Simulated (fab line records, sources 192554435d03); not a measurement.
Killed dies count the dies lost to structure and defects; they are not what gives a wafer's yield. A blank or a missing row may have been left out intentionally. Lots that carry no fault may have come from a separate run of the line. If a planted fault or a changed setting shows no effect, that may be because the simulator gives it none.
Lot-split experiment / flow n5 finfet / route with 1938 steps; 7 lots, 21 wafers read

THE SPLIT
At N5_BEOL_M8_ETCH_66 (etches SOC in N2/H2, target depth 80 nm, overetch 16 nm, time 120 s), the setting bias w was moved away from the recipe's 150 W on 8 of the 21 wafers read, by -14.8% to +11.7%. This setting was run at the recipe's value on the other wafers.

Reading taken at the split's own step.

THE READING
rf vpp V, in V, at N5_BEOL_M8_ETCH_66 (etches SOC in N2/H2, target depth 80 nm, overetch 16 nm, time 120 s). Typical for fault-free wafers on this fab line: 522.8 V, with standard deviation 2.2 V.

wafer=L074.1; tool, chamber at the split=rie diel-04, 3; bias w as run, W=139.4; against the recipe=-7.1%; rf vpp V, V=498.9; against lot-mates on the recipe=-26.4
wafer=L074.3; tool, chamber at the split=rie diel-04, 0; bias w as run, W=150; against the recipe=recipe; rf vpp V, V=525.3; against lot-mates on the recipe=-
wafer=L074.5; tool, chamber at the split=rie diel-04, 1; bias w as run, W=139.4; against the recipe=-7.1%; rf vpp V, V=495.9; against lot-mates on the recipe=-29.4
wafer=L077.3; tool, chamber at the split=rie diel-04, 1; bias w as run, W=150; against the recipe=recipe; rf vpp V, V=522.3; against lot-mates on the recipe=-
wafer=L077.4; tool, chamber at the split=rie diel-04, 3; bias w as run, W=150; against the recipe=recipe; rf vpp V, V=521.6; against lot-mates on the recipe=-
wafer=L077.5; tool, chamber at the split=rie diel-04, 3; bias w as run, W=150; against the recipe=recipe; rf vpp V, V=521.7; against lot-mates on the recipe=-
wafer=L081.3; tool, chamber at the split=rie diel-02, 0; bias w as run, W=150; against the recipe=recipe; rf vpp V, V=526.4; against lot-mates on the recipe=-
wafer=L081.5; tool, chamber at the split=rie diel-02, 3; bias w as run, W=150; against the recipe=recipe; rf vpp V, V=523.0; against lot-mates on the recipe=-
wafer=L081.6; tool, chamber at the split=rie diel-02, 2; bias w as run, W=127.8; against the recipe=-14.8%; rf vpp V, V=475.8; against lot-mates on the recipe=-48.9
wafer=L085.3; tool, chamber at the split=rie diel-04, 0; bias w as run, W=150; against the recipe=recipe; rf vpp V, V=525.1; against lot-mates on the recipe=-
wafer=L085.4; tool, chamber at the split=rie diel-04, 1; bias w as run, W=150; against the recipe=recipe; rf vpp V, V=518.3; against lot-mates on the recipe=-
wafer=L085.5; tool, chamber at the split=rie diel-04, 0; bias w as run, W=150; against the recipe=recipe; rf vpp V, V=526.8; against lot-mates on the recipe=-
wafer=L089.1; tool, chamber at the split=rie diel-04, 2; bias w as run, W=157.8; against the recipe=+5.2%; rf vpp V, V=539.1; against lot-mates on the recipe=+17.9
wafer=L089.3; tool, chamber at the split=rie diel-04, 3; bias w as run, W=150; against the recipe=recipe; rf vpp V, V=521.2; against lot-mates on the recipe=-
wafer=L089.5; tool, chamber at the split=rie diel-04, 2; bias w as run, W=157.8; against the recipe=+5.2%; rf vpp V, V=540.7; against lot-mates on the recipe=+19.5
wafer=L093.2; tool, chamber at the split=rie diel-02, 2; bias w as run, W=143.2; against the recipe=-4.5%; rf vpp V, V=511.2; against lot-mates on the recipe=-8.7
wafer=L093.5; tool, chamber at the split=rie diel-02, 2; bias w as run, W=143.2; against the recipe=-4.5%; rf vpp V, V=510.6; against lot-mates on the recipe=-9.3
wafer=L093.6; tool, chamber at the split=rie diel-02, 1; bias w as run, W=150; against the recipe=recipe; rf vpp V, V=519.9; against lot-mates on the recipe=-
wafer=L096.1; tool, chamber at the split=rie diel-02, 3; bias w as run, W=150; against the recipe=recipe; rf vpp V, V=521.2; against lot-mates on the recipe=-
wafer=L096.2; tool, chamber at the split=rie diel-02, 2; bias w as run, W=150; against the recipe=recipe; rf vpp V, V=526.3; against lot-mates on the recipe=-
wafer=L096.5; tool, chamber at the split=rie diel-02, 2; bias w as run, W=167.6; against the recipe=+11.7%; rf vpp V, V=563.2; against lot-mates on the recipe=+39.5

THE FIT
A straight line over all 21 wafers: rf vpp V changes by +3.3 V for each +1% of bias w; r = +0.99; the points scatter about the line by 2.6 V.
The same after taking each lot's own level away (the mean of its wafers on the recipe; 21 wafers): +3.38 V for each +1%; r = +0.99; scatter 3.1 V.
That fit puts the effect of the largest move of bias w on the reading at 50 V.
The span of the lots' own levels, 519.90 to 525.30 V, comes to 2.5 times the standard deviation stated above.
The two slopes agree, so the slope changes little with the lot-to-lot level.
Check: -50.1 V against its lot-mates is what the line predicts for one of the wafers moved furthest among these (-14.8%) when that wafer is left out of the fit. It came out at -48.9 V against them.
Tool readings at the split's step, against how far the setting was moved: rf vpp V r = +0.99.

ADDITIONAL SPLITS CARRIED BY THESE WAFERS
Note: prior to the reading, these wafers also went through further splits. Each is held against what the fit with the lots' levels taken away leaves over:
other split on the same wafers=N5_BEOL_M7_ETCH_41 source w; wafers away from the commonest value=12; r with rf vpp V (lot level and that fit taken away)=+0.22

THE FILE'S OWN FIT
rf vpp V changes by +3.35 V for each +1% of bias w, r = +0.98.
